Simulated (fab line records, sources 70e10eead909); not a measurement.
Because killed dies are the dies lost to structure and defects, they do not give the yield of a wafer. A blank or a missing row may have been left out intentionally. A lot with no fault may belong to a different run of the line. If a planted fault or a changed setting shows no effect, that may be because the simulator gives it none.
fab line records -- flow nand-harc -- part 1 of 2: steps 1 to 26 of 38
[record] lots = 5, wafers = 15, last-day = 24
route steps=1159 shown P_BONDPAD@376 A_START@389 A_ZERO_WELL@390 A_SOURCE_PLATE@413
lots untouched by any fault: they come from a run of this same line in which no faults occurred
start-h: hours from the record's first day to the start of the lot's first wafer shown -- wait-h: how many hours have passed since the lot's step before this one -- " the same as in the row above -- L1.1+2: several wafers, shown together as one row -- - value missing, or start not given -- * or withheld: withheld -- < > ~ a bound
route shown NAME@n: a module of which the file shows steps, and the number in the route of the first -- usual: mean and standard deviation over wafers with no fault -- same: alike in all rows -- chamber/n: place in a boat -- sites: readings site by site -- _std_site: how widely they spread, as a standard deviation -- _edge_site: mean of outer sites minus mean of inner sites -- radius-mm: for every site, how far away it sits from the centre of the wafer -- mask NAME#n: copy n -- behind: the last tool/chamber to shape the wafer -- hold: reason for holding the lot/hours on hold/outcome of the hold -- device: the transistor (n, p or np) that didn't switch -- end of line: tests of these same wafers at the route's end -- step lacking rows: just its recipe -- killed: dies lost to structure and defects at the first sort, not the wafer's yield -- map: shows each die of a wafer: x if killed, . if not, _ if none is there
set.NAME: the setting as run; set.NAME@STEP: as run at that earlier step -- model.NAME: the simulator's own value behind a step, which no gauge read
lots at some steps of the route; a table a step, a row a wafer
services: a tool's chamber out of use, with start hour (start-h, from the record's first day; less than 0 if before it), hours out, and reason
[[steps]]
[step NHARC_P_BONDPAD_PVD_17]
[recipe] target-thk-a = 50, bias-v = 168.6, power-w = 15000, chamber-pressure-pa = 0.12, time-s = 8.06, substrate-temp-c = 50, material = TaN
[usual] throttle-valve-pct = 30.2/1.4
lot.wafer,tool,chamber,start-h,wait-h,throttle-valve-pct
L076.3,pvd-sputter-01,-,-,-,28.7
L076.2,pvd-sputter-01,-,-,-,31.5
L076.5,pvd-sputter-01,-,-,-,28.9
L081.3,pvd-sputter-03,-,-,-,30.6
L081.2,pvd-sputter-03,-,-,-,33.4
L081.6,pvd-sputter-03,-,-,-,30.5
L091.1,pvd-sputter-01,-,-,-,29.9
L091.2,pvd-sputter-01,-,-,-,28.8
L091.6,pvd-sputter-01,-,-,-,31.5
L094.1,pvd-sputter-02,-,-,-,30.9
L094.6,pvd-sputter-02,-,-,-,31.3
L094.5,pvd-sputter-02,-,-,-,30.1
L097.2,pvd-sputter-01,-,-,-,27.5
L097.4,pvd-sputter-01,-,-,-,28.9
L097.1,pvd-sputter-01,-,-,-,31.6
[step NHARC_P_BONDPAD_PVD_27]
[recipe] target-thk-a = 300, chamber-pressure-pa = 5, power-w = 5000, substrate-temp-c = 30, time-s = 20.49, material = Cu
[usual] throttle-valve-pct = 30.1/1.5
lot.wafer,tool,chamber,start-h,wait-h,throttle-valve-pct
L076.2,pvd-sputter-01,-,-,-,29.2
L076.3,pvd-sputter-01,-,-,-,26.5
L076.5,pvd-sputter-01,-,-,-,26.6
L081.3,pvd-sputter-03,-,-,-,30.7
L081.2,pvd-sputter-03,-,-,-,33.3
L081.6,pvd-sputter-03,-,-,-,30.6
L091.2,pvd-sputter-01,-,-,-,30.0
L091.1,pvd-sputter-01,-,-,-,31.5
L091.6,pvd-sputter-01,-,-,-,29.5
L094.1,pvd-sputter-02,-,-,-,30.9
L094.6,pvd-sputter-02,-,-,-,29.9
L094.5,pvd-sputter-02,-,-,-,30.6
L097.1,pvd-sputter-01,-,-,-,31.4
L097.4,pvd-sputter-01,-,-,-,29.8
L097.2,pvd-sputter-01,-,-,-,27.5
[step NHARC_P_BONDPAD_ECD_18]
[recipe] target-thk-a = 4000, bath-temp-c = 25, material = Cu
lot.wafer,tool,chamber,start-h,wait-h
L076.2+3+5,ecd-cu-01,"1,0,0",155.51,-
L081.2+3+6,ecd-cu-02,0,176.33,-
L091.1+2+6,ecd-cu-01,"0,1,0",235.74,-
L094.1+5+6,ecd-cu-01,"0,1,0",251.25,-
L097.1+2+4,ecd-cu-01,"1,0,0",270.20,-
[step NHARC_P_BONDPAD_ANNEAL_28]
[recipe] temp-c = 225, time-s = 90
[usual] anneal-temp-c = 225.02/0.16, wafer_temp_C_max = 226.1/0.38
lot.wafer,tool,chamber,start-h,wait-h,anneal-temp-c,wafer_temp_C_max
L076.2,rtp-anneal-02,0,156.05,-,224.96,226.2
L076.3,rtp-anneal-02,0,156.05,-,224.87,226.4
L076.5,rtp-anneal-02,0,156.05,-,225.16,226.6
L081.2,rtp-anneal-01,0,176.71,0.3,225.04,226.3
L081.3,rtp-anneal-01,0,176.71,0.3,225.11,225.7
L081.6,rtp-anneal-01,0,176.71,0.3,224.93,225.8
L091.1,rtp-anneal-02,0,236.12,0.3,225.13,227.0
L091.2,rtp-anneal-02,0,236.12,0.3,225.12,226.6
L091.6,rtp-anneal-02,0,236.12,0.3,225.22,226.5
L094.1,rtp-anneal-02,0,251.58,0.3,224.91,226.3
L094.5,rtp-anneal-02,0,251.58,0.3,224.97,226.7
L094.6,rtp-anneal-02,0,251.58,0.3,225.21,226.3
L097.1,rtp-anneal-02,0,270.61,-,224.77,226.8
L097.2,rtp-anneal-02,0,270.61,-,225.06,226.1
L097.4,rtp-anneal-02,0,270.61,-,224.93,226.7
[step NHARC_P_BONDPAD_CMP_19]
[recipe] t-overpolish-s = 30, cu-recess-touch-s = 16, target-thk-nm = 160.81
[usual] motor-current-A = 12.4/1.2, overpolish-run-s = 30.000/0.0092
lot.wafer,tool,chamber,start-h,wait-h,motor-current-A,overpolish-run-s
L076.3,cmp-04,2,156.37,-,14.9,30.009
L076.2,cmp-04,0,156.37,-,12.7,30.006
L076.5,cmp-04,2,156.37,-,14.7,29.992
L081.3,cmp-01,1,177.06,-,13.6,30.006
L081.2,cmp-01,2,177.06,-,12.5,29.990
L081.6,cmp-01,3,177.06,-,14.1,30.013
L091.1,cmp-01,3,236.49,-,13.7,30.006
L091.2,cmp-01,1,236.49,-,12.7,29.992
L091.6,cmp-01,2,236.49,-,12.1,29.997
L094.1,cmp-02,2,251.96,-,12.0,29.991
L094.6,cmp-02,1,251.96,-,12.6,30.003
L094.5,cmp-02,2,251.96,-,12.1,29.999
L097.4,cmp-04,3,270.99,-,13.5,29.985
L097.1,cmp-04,0,270.99,-,12.3,30.021
L097.2,cmp-04,1,270.99,-,11.4,30.004
[step NHARC_P_BONDPAD_THK_MEAS_20]
[recipe] thk-meas-gauge = xrf
[usual] thk-nm = 160.2/1.5
lot.wafer,tool,chamber,start-h,wait-h,thk-nm
L076.2,film-metro-02,-,156.67,-,158.6
L076.3,film-metro-02,-,156.67,-,159.6
L076.5,film-metro-02,-,156.67,-,159.9
L081.2,film-metro-01,-,177.33,-,160.2
L081.3,film-metro-01,-,177.33,-,161.7
L081.6,film-metro-01,-,177.33,-,159.8
L091.1,film-metro-02,-,236.78,-,159.8
L091.2,film-metro-02,-,236.78,-,162.4
L091.6,film-metro-02,-,236.78,-,158.2
L094.1,film-metro-01,-,252.26,-,161.2
L094.5,film-metro-01,-,252.26,-,161.0
L094.6,film-metro-01,-,252.26,-,157.4
L097.1,film-metro-02,-,271.29,-,159.6
L097.2,film-metro-02,-,271.29,-,160.7
L097.4,film-metro-02,-,271.29,-,163.3
[step NHARC_P_BONDPAD_SRD_21]
[recipe] time-s = 30, temp-c = 23, dry-time-s = 20, spin-rpm = 1500
[usual] co2-resistivity-mohm-cm = 0.2005/0.002
lot.wafer,tool,chamber,start-h,wait-h,co2-resistivity-mohm-cm
L076.5,wet-bench-10,6,156.71,0.0,0.2008
L076.2,wet-bench-10,0,156.71,0.0,0.2019
L076.3,wet-bench-10,2,156.71,0.0,0.1988
L081.3,wet-bench-08,2,177.37,0.0,0.2028
L081.2,wet-bench-08,3,177.37,0.0,0.1982
L081.6,wet-bench-08,4,177.37,0.0,0.2003
L091.1,wet-bench-10,5,236.82,0.0,0.1993
L091.6,wet-bench-10,6,236.82,0.0,0.2001
L091.2,wet-bench-10,1,236.82,0.0,0.1995
L094.6,wet-bench-08,4,252.31,0.0,0.2030
L094.5,wet-bench-08,5,252.31,0.0,0.1998
L094.1,wet-bench-08,0,252.31,0.0,0.1983
L097.1,wet-bench-10,7,271.33,0.0,0.2035
L097.2,wet-bench-10,0,271.33,0.0,0.1992
L097.4,wet-bench-10,4,271.33,0.0,0.1986
[step NHARC_P_BONDPAD_INSPECT_23]
[usual] raw-defect-count = 319/99
lot.wafer,tool,chamber,start-h,wait-h,raw-defect-count
L076.2,defect-inspect-01,-,156.87,0.0,263
L076.3,defect-inspect-01,-,156.87,0.0,239
L076.5,defect-inspect-01,-,156.87,0.0,284
L081.2,defect-inspect-01,-,177.53,0.0,229
L081.3,defect-inspect-01,-,177.53,0.0,382
L081.6,defect-inspect-01,-,177.53,0.0,519
L091.1,defect-inspect-01,-,236.98,0.0,349
L091.2,defect-inspect-01,-,236.98,0.0,391
L091.6,defect-inspect-01,-,236.98,0.0,343
L094.1,defect-inspect-02,-,252.49,0.0,527
L094.5,defect-inspect-02,-,252.49,0.0,414
L094.6,defect-inspect-02,-,252.49,0.0,397
L097.1,defect-inspect-01,-,271.52,0.0,242
L097.2,defect-inspect-01,-,271.52,0.0,286
L097.4,defect-inspect-01,-,271.52,0.0,175
[step NHARC_P_BONDPAD_ACTIVATE_29]
[recipe] time-s = 60, n2-flow-sccm = 200, ar-flow-sccm = 0, bias-power-w = 0, chemistry = N2
[usual] drypump-motor-current-A = 5.80/0.22, oes-product-au = 0.999/0.0083, rf-vpp-V = 64.3/0.9, showerhead-plenum-p-Torr = 1.78/0.079
[same] bias-power-w = 0
lot.wafer,tool,chamber,start-h,wait-h,drypump-motor-current-A,oes-product-au,rf-hours-counter-h,rf-vpp-V,showerhead-plenum-p-Torr
L076.3,rie-diel-09,3,156.95,0.1,6.33,1.000,23,65.4,1.81
L076.2,rie-diel-09,0,156.95,0.1,4.82,0.993,25,63.8,1.77
L076.5,rie-diel-09,2,156.95,0.1,6.21,1.010,-,64.8,1.82
L081.2,rie-diel-02,3,177.60,0.1,5.72,0.984,2,64.5,1.85
L081.3,rie-diel-02,2,177.60,0.1,5.87,0.988,2,65.3,1.78
L081.6,rie-diel-02,3,177.60,0.1,5.72,1.001,-,64.7,1.85
L091.1,rie-diel-02,2,237.05,0.1,5.79,0.992,8,64.0,1.78
L091.2,rie-diel-02,1,237.05,0.1,5.87,0.995,8,64.7,1.84
L091.6,rie-diel-02,3,237.05,0.1,5.71,1.002,-,62.9,1.85
L094.1,rie-diel-02,3,252.55,0.1,5.64,1.000,9,63.7,1.85
L094.5,rie-diel-02,3,252.55,0.1,5.72,0.995,-,63.9,1.85
L094.6,rie-diel-02,0,252.55,0.1,5.64,1.011,-,64.3,1.65
L097.2,rie-diel-02,3,271.59,0.1,5.72,1.012,11,65.0,1.85
L097.4,rie-diel-02,0,271.59,0.1,5.67,1.022,11,63.3,1.65
L097.1,rie-diel-02,1,271.59,0.1,5.85,1.007,9,65.2,1.84
[step NHARC_P_BONDPAD_PRECLEAN_30]
[recipe] time-s = 300, temp-c = 23, chemistry = DIW
lot.wafer,tool,chamber,start-h,wait-h
L076.5+2+3,wet-bench-08,"6,2,3",157.08,0.1
L081.2+6+3,wet-bench-10,"4,6,0",177.75,0.1
L091.1+6+2,wet-bench-10,"6,7,0",237.23,0.2
L094.6+1+5,wet-bench-08,"1,3,4",252.72,0.1
L097.1+2+4,wet-bench-08,"4,5,6",271.77,0.1
[step NHARC_P_BONDPAD_SRD_31]
[recipe] time-s = 30, temp-c = 23, dry-time-s = 20, spin-rpm = 1500
[usual] co2-resistivity-mohm-cm = 0.1998/0.0018
lot.wafer,tool,chamber,start-h,wait-h,co2-resistivity-mohm-cm
L076.5,wet-bench-08,6,-,-,0.2000
L076.2,wet-bench-08,2,-,-,0.2028
L076.3,wet-bench-08,3,-,-,0.1980
L081.2,wet-bench-10,4,-,-,0.2029
L081.6,wet-bench-10,6,-,-,0.1993
L081.3,wet-bench-10,0,-,-,0.2017
L091.1,wet-bench-10,6,-,-,0.2004
L091.6,wet-bench-10,7,-,-,0.2012
L091.2,wet-bench-10,0,-,-,0.2018
L094.6,wet-bench-08,1,-,-,0.2005
L094.1,wet-bench-08,3,-,-,0.1981
L094.5,wet-bench-08,4,-,-,0.2002
L097.1,wet-bench-08,4,-,-,0.1995
L097.2,wet-bench-08,5,-,-,0.1992
L097.4,wet-bench-08,6,-,-,0.2014
[step NHARC_A_START_INSPECT_01]
[usual] raw-defect-count = 3.5/1.8
lot.wafer,tool,chamber,start-h,wait-h,raw-defect-count
L076.2,defect-inspect-02,-,157.33,-,6
L076.3,defect-inspect-02,-,157.33,-,3
L076.5,defect-inspect-02,-,157.33,-,5
L081.2,defect-inspect-02,-,178.01,-,2
L081.3,defect-inspect-02,-,178.01,-,1
L081.6,defect-inspect-02,-,178.01,-,1
L091.1,defect-inspect-01,-,237.45,-,5
L091.2,defect-inspect-01,-,237.45,-,2
L091.6,defect-inspect-01,-,237.45,-,2
L094.1,defect-inspect-01,-,252.97,-,5
L094.5,defect-inspect-01,-,252.97,-,3
L094.6,defect-inspect-01,-,252.97,-,2
L097.1,defect-inspect-02,-,271.99,-,3
L097.2,defect-inspect-02,-,271.99,-,4
L097.4,defect-inspect-02,-,271.99,-,6
[step NHARC_A_ZERO_WELL_PRECLEAN_00]
[recipe] time-s = 600, temp-c = 120, chemistry = SPM
lot.wafer,tool,chamber,start-h,wait-h
L076.2+3+5,wet-bench-07,"2,3,4",157.44,0.1
L081.3+6+2,wet-bench-03,"3,4,5",178.11,0.1
L091.6+1+2,wet-bench-03,"1,3,5",237.54,0.1
L094.5+1+6,wet-bench-07,"6,1,2",253.07,0.1
L097.4+1+2,wet-bench-03,"5,6,2",272.08,0.1
[step NHARC_A_ZERO_WELL_SRD_01]
lot.wafer,tool,chamber,start-h,wait-h
L076.2+3+5,wet-bench-07,"2,3,4",-,-
L081.3+6+2,wet-bench-03,"3,4,5",-,-
L091.6+1+2,wet-bench-03,"1,3,5",-,-
L094.5+1+6,wet-bench-07,"6,1,2",-,-
L097.4+1+2,wet-bench-03,"5,6,2",-,-
[step NHARC_A_ZERO_WELL_DEHYDRATE_02]
[recipe] temp-c = 150, time-s = 120
[usual] chill-plate-temp-C = 22.99/0.13
lot.wafer,tool,chamber,start-h,wait-h,chill-plate-temp-C
L076.2,litho-track-03,0,157.73,-,23.00
L076.3,litho-track-03,0,157.73,-,23.02
L076.5,litho-track-03,0,157.73,-,22.87
L081.2,litho-track-05,0,178.40,-,22.87
L081.3,litho-track-05,0,178.40,-,23.12
L081.6,litho-track-05,0,178.40,-,23.18
L091.1,litho-track-02,0,237.85,-,23.06
L091.2,litho-track-02,0,237.85,-,23.04
L091.6,litho-track-02,0,237.85,-,23.13
L094.1,litho-track-03,0,253.37,-,23.18
L094.5,litho-track-03,0,253.37,-,23.05
L094.6,litho-track-03,0,253.37,-,23.05
L097.1,litho-track-02,0,272.39,-,22.97
L097.2,litho-track-02,0,272.39,-,22.81
L097.4,litho-track-02,0,272.39,-,23.03
[step NHARC_A_ZERO_WELL_HMDS_03]
[recipe] time-s = 30
[usual] chill-plate-temp-C = 23.00/0.098
lot.wafer,tool,chamber,start-h,wait-h,chill-plate-temp-C
L076.2,litho-track-03,0,-,-,23.05
L076.3,litho-track-03,0,-,-,22.98
L076.5,litho-track-03,0,-,-,23.05
L081.2,litho-track-05,0,-,-,23.12
L081.3,litho-track-05,0,-,-,22.91
L081.6,litho-track-05,0,-,-,23.02
L091.1,litho-track-02,0,-,-,23.10
L091.2,litho-track-02,0,-,-,22.98
L091.6,litho-track-02,0,-,-,23.03
L094.1,litho-track-03,0,-,-,23.03
L094.5,litho-track-03,0,-,-,23.06
L094.6,litho-track-03,0,-,-,23.18
L097.1,litho-track-02,0,-,-,22.85
L097.2,litho-track-02,0,-,-,22.92
L097.4,litho-track-02,0,-,-,22.87
[step NHARC_A_ZERO_WELL_COAT_18]
[recipe] temp-c = 200, time-s = 65
[usual] chill-plate-temp-C = 23.01/0.11
lot.wafer,tool,chamber,start-h,wait-h,chill-plate-temp-C
L076.2,litho-track-03,0,-,-,22.85
L076.3,litho-track-03,0,-,-,22.98
L076.5,litho-track-03,0,-,-,23.09
L081.2,litho-track-05,0,-,-,22.99
L081.3,litho-track-05,0,-,-,23.11
L081.6,litho-track-05,0,-,-,22.95
L091.1,litho-track-02,0,-,-,22.93
L091.2,litho-track-02,0,-,-,23.09
L091.6,litho-track-02,0,-,-,23.21
L094.1,litho-track-03,0,-,-,22.96
L094.5,litho-track-03,0,-,-,23.10
L094.6,litho-track-03,0,-,-,23.01
L097.1,litho-track-02,0,-,-,23.04
L097.2,litho-track-02,0,-,-,23.05
L097.4,litho-track-02,0,-,-,23.14
[step NHARC_A_ZERO_WELL_COAT_04]
[recipe] spin-rpm = 2000, resist-thk-nm = 600
[usual] chill-plate-temp-C = 23.01/0.11
lot.wafer,tool,chamber,start-h,wait-h,chill-plate-temp-C
L076.2,litho-track-03,0,-,-,23.04
L076.3,litho-track-03,0,-,-,23.00
L076.5,litho-track-03,0,-,-,22.99
L081.2,litho-track-05,0,-,-,23.04
L081.3,litho-track-05,0,-,-,22.95
L081.6,litho-track-05,0,-,-,22.98
L091.1,litho-track-02,0,-,-,22.91
L091.2,litho-track-02,0,-,-,22.94
L091.6,litho-track-02,0,-,-,22.98
L094.1,litho-track-03,0,-,-,23.11
L094.5,litho-track-03,0,-,-,22.98
L094.6,litho-track-03,0,-,-,23.17
L097.1,litho-track-02,0,-,-,22.74
L097.2,litho-track-02,0,-,-,22.80
L097.4,litho-track-02,0,-,-,22.94
[step NHARC_A_ZERO_WELL_SOFTBAKE_05]
[recipe] temp-c = 125, time-s = 70
[usual] chill-plate-temp-C = 23.02/0.11
lot.wafer,tool,chamber,start-h,wait-h,chill-plate-temp-C
L076.2,litho-track-03,0,-,-,22.90
L076.3,litho-track-03,0,-,-,22.98
L076.5,litho-track-03,0,-,-,23.00
L081.2,litho-track-05,0,-,-,23.04
L081.3,litho-track-05,0,-,-,22.93
L081.6,litho-track-05,0,-,-,22.92
L091.1,litho-track-02,0,-,-,22.97
L091.2,litho-track-02,0,-,-,23.21
L091.6,litho-track-02,0,-,-,23.01
L094.1,litho-track-03,0,-,-,23.14
L094.5,litho-track-03,0,-,-,23.00
L094.6,litho-track-03,0,-,-,22.99
L097.1,litho-track-02,0,-,-,22.93
L097.2,litho-track-02,0,-,-,23.08
L097.4,litho-track-02,0,-,-,23.24
[step NHARC_A_ZERO_WELL_EBR_06]
[usual] chill-plate-temp-C = 23.00/0.092
lot.wafer,tool,chamber,start-h,wait-h,chill-plate-temp-C
L076.2,litho-track-03,0,-,-,23.15
L076.3,litho-track-03,0,-,-,23.03
L076.5,litho-track-03,0,-,-,23.05
L081.2,litho-track-05,0,-,-,23.19
L081.3,litho-track-05,0,-,-,22.90
L081.6,litho-track-05,0,-,-,22.93
L091.1,litho-track-02,0,-,-,22.97
L091.2,litho-track-02,0,-,-,23.09
L091.6,litho-track-02,0,-,-,22.95
L094.1,litho-track-03,0,-,-,23.00
L094.5,litho-track-03,0,-,-,23.06
L094.6,litho-track-03,0,-,-,22.91
L097.1,litho-track-02,0,-,-,22.95
L097.2,litho-track-02,0,-,-,22.96
L097.4,litho-track-02,0,-,-,22.90
[step NHARC_A_ZERO_WELL_EXPOSE_07]
[recipe] na = 0.55, dose-mj = 33.85, mask-id = A_ZERO
[usual] focus-offset-nm = -0.1/0.5
lot.wafer,tool,chamber,start-h,wait-h,mask,focus-offset-nm
L076.2,krf-scanner-01,0,158.03,-,A_ZERO#0,0.2
L076.3,krf-scanner-01,0,158.03,-,A_ZERO#0,0.1
L076.5,krf-scanner-01,0,158.03,-,A_ZERO#0,-0.5
L081.2,krf-scanner-03,0,178.57,-,A_ZERO#0,0.5
L081.3,krf-scanner-03,0,178.57,-,A_ZERO#0,-0.1
L081.6,krf-scanner-03,0,178.57,-,A_ZERO#0,0.2
L091.1,krf-scanner-02,0,238.14,-,A_ZERO#0,-0.7
L091.2,krf-scanner-02,0,238.14,-,A_ZERO#0,-0.7
L091.6,krf-scanner-02,0,238.14,-,A_ZERO#0,-0.3
L094.1,krf-scanner-03,0,253.66,-,A_ZERO#0,0.2
L094.5,krf-scanner-03,0,253.66,-,A_ZERO#0,-1.1
L094.6,krf-scanner-03,0,253.66,-,A_ZERO#0,-0.5
L097.1,krf-scanner-02,0,272.56,-,A_ZERO#0,-0.2
L097.2,krf-scanner-02,0,272.56,-,A_ZERO#0,-0.6
L097.4,krf-scanner-02,0,272.56,-,A_ZERO#0,-0.2
[step NHARC_A_ZERO_WELL_PEB_08]
[recipe] peb-temp-c = 128, peb-time-s = 80
[usual] chill-plate-temp-C = 23.00/0.096
lot.wafer,tool,chamber,start-h,wait-h,chill-plate-temp-C
L076.2,litho-track-03,0,158.09,0.1,23.02
L076.3,litho-track-03,0,158.09,0.1,22.98
L076.5,litho-track-03,0,158.09,0.1,23.11
L081.2,litho-track-03,0,178.64,0.1,22.77
L081.3,litho-track-03,0,178.64,0.1,22.86
L081.6,litho-track-03,0,178.64,0.1,23.02
L091.1,litho-track-02,0,238.20,0.1,23.04
L091.2,litho-track-02,0,238.20,0.1,22.98
L091.6,litho-track-02,0,238.20,0.1,23.05
L094.1,litho-track-02,0,253.73,0.1,22.95
L094.5,litho-track-02,0,253.73,0.1,22.84
L094.6,litho-track-02,0,253.73,0.1,22.80
L097.1,litho-track-05,0,272.62,0.1,23.16
L097.2,litho-track-05,0,272.62,0.1,23.10
L097.4,litho-track-05,0,272.62,0.1,23.23
[step NHARC_A_ZERO_WELL_DEVELOP_09]
[recipe] time-s = 50, dev-temp-c = 22
[usual] chill-plate-temp-C = 23.01/0.11
lot.wafer,tool,chamber,start-h,wait-h,chill-plate-temp-C
L076.2,litho-track-03,0,-,-,23.11
L076.3,litho-track-03,0,-,-,22.91
L076.5,litho-track-03,0,-,-,22.95
L081.2,litho-track-03,0,-,-,23.11
L081.3,litho-track-03,0,-,-,23.26
L081.6,litho-track-03,0,-,-,23.25
L091.1,litho-track-02,0,-,-,22.95
L091.2,litho-track-02,0,-,-,22.80
L091.6,litho-track-02,0,-,-,22.82
L094.1,litho-track-02,0,-,-,22.86
L094.5,litho-track-02,0,-,-,23.13
L094.6,litho-track-02,0,-,-,23.02
L097.1,litho-track-05,0,-,-,23.03
L097.2,litho-track-05,0,-,-,22.99
L097.4,litho-track-05,0,-,-,23.05
[step NHARC_A_ZERO_WELL_CD_MEAS_10]
[recipe] target-cd-nm = 2000, landing-energy-ev = 500
[usual] cd-nm = 2001.2/1.9
lot.wafer,tool,chamber,start-h,wait-h,cd-nm
L076.2,cd-sem-02,0,158.17,-,1999.9
L076.3,cd-sem-02,0,158.17,-,1998.8
L076.5,cd-sem-02,0,158.17,-,2000.0
L081.2,cd-sem-03,0,178.72,-,1998.5
L081.3,cd-sem-03,0,178.72,-,1999.4
L081.6,cd-sem-03,0,178.72,-,1999.2
L091.1,cd-sem-02,0,238.29,-,2003.8
L091.2,cd-sem-02,0,238.29,-,2002.5
L091.6,cd-sem-02,0,238.29,-,2002.3
L094.1,cd-sem-03,0,253.82,-,2000.0
L094.5,cd-sem-03,0,253.82,-,2001.6
L094.6,cd-sem-03,0,253.82,-,2000.2
L097.1,cd-sem-03,0,272.71,-,1999.9
L097.2,cd-sem-03,0,272.71,-,2000.7
L097.4,cd-sem-03,0,272.71,-,2002.7
[step NHARC_A_ZERO_WELL_HARDBAKE_11]
[recipe] temp-c = 118, time-s = 65
[usual] chill-plate-temp-C = 23.00/0.088
lot.wafer,tool,chamber,start-h,wait-h,chill-plate-temp-C
L076.2,litho-track-03,0,158.25,-,22.82
L076.3,litho-track-03,0,158.25,-,23.09
L076.5,litho-track-03,0,158.25,-,22.88
L081.2,litho-track-03,0,178.80,-,22.97
L081.3,litho-track-03,0,178.80,-,23.01
L081.6,litho-track-03,0,178.80,-,22.84
L091.1,litho-track-03,0,238.37,-,22.96
L091.2,litho-track-03,0,238.37,-,23.04
L091.6,litho-track-03,0,238.37,-,23.04
L094.1,litho-track-02,0,253.90,-,23.04
L094.5,litho-track-02,0,253.90,-,23.03
L094.6,litho-track-02,0,253.90,-,23.19
L097.1,litho-track-02,0,272.80,-,23.00
L097.2,litho-track-02,0,272.80,-,22.82
L097.4,litho-track-02,0,272.80,-,22.87
[step NHARC_A_ZERO_WELL_DESCUM_12]
[recipe] time-s = 3, o2-flow-sccm = 200, ar-flow-sccm = 0, bias-power-w = 0, chemistry = O2
[usual] drypump-motor-current-A = 5.7/0.56, oes-product-au = 1.003/0.011, rf-vpp-V = 57.7/0.93, showerhead-plenum-p-Torr = 1.86/0.079, throttle-valve-pct = 11.312/0.0085
[same] bias-power-w = 0
lot.wafer,tool,chamber,start-h,wait-h,drypump-motor-current-A,oes-product-au,rf-hours-counter-h,rf-vpp-V,showerhead-plenum-p-Torr,throttle-valve-pct
L076.2,rie-diel-03,1,158.34,-,5.9,1.015,8,56.8,1.80,11.323
L076.3,rie-diel-03,2,158.34,-,5.0,1.001,5,57.6,1.79,11.312
L076.5,rie-diel-03,0,158.34,-,5.3,0.973,-,58.4,1.94,11.291
L081.3,rie-diel-05,3,178.88,-,6.4,0.997,0,56.9,1.79,11.300
L081.2,rie-diel-05,1,178.88,-,5.6,1.000,0,57.4,1.88,11.311
L081.6,rie-diel-05,0,178.88,-,5.5,1.009,-,59.6,2.03,11.310
L091.2,rie-diel-12,0,238.46,-,6.7,0.990,3,57.9,1.81,11.315
L091.1,rie-diel-12,1,238.46,-,6.4,1.021,3,57.2,1.86,11.314
L091.6,rie-diel-12,3,238.46,-,5.4,1.014,-,56.9,1.79,11.313
L094.1,rie-diel-05,1,254.00,-,5.6,0.997,5,59.5,1.88,11.322
L094.5,rie-diel-05,2,254.00,-,5.8,1.006,-,58.6,1.83,11.314
L094.6,rie-diel-05,3,254.00,-,6.4,1.015,-,57.9,1.79,11.315
L097.1,rie-diel-05,1,272.88,-,5.6,0.995,5,58.6,1.88,11.315
L097.4,rie-diel-05,2,272.88,-,5.8,1.003,6,58.4,1.83,11.314
L097.2,rie-diel-05,0,272.88,-,5.5,0.996,6,59.0,2.02,11.296
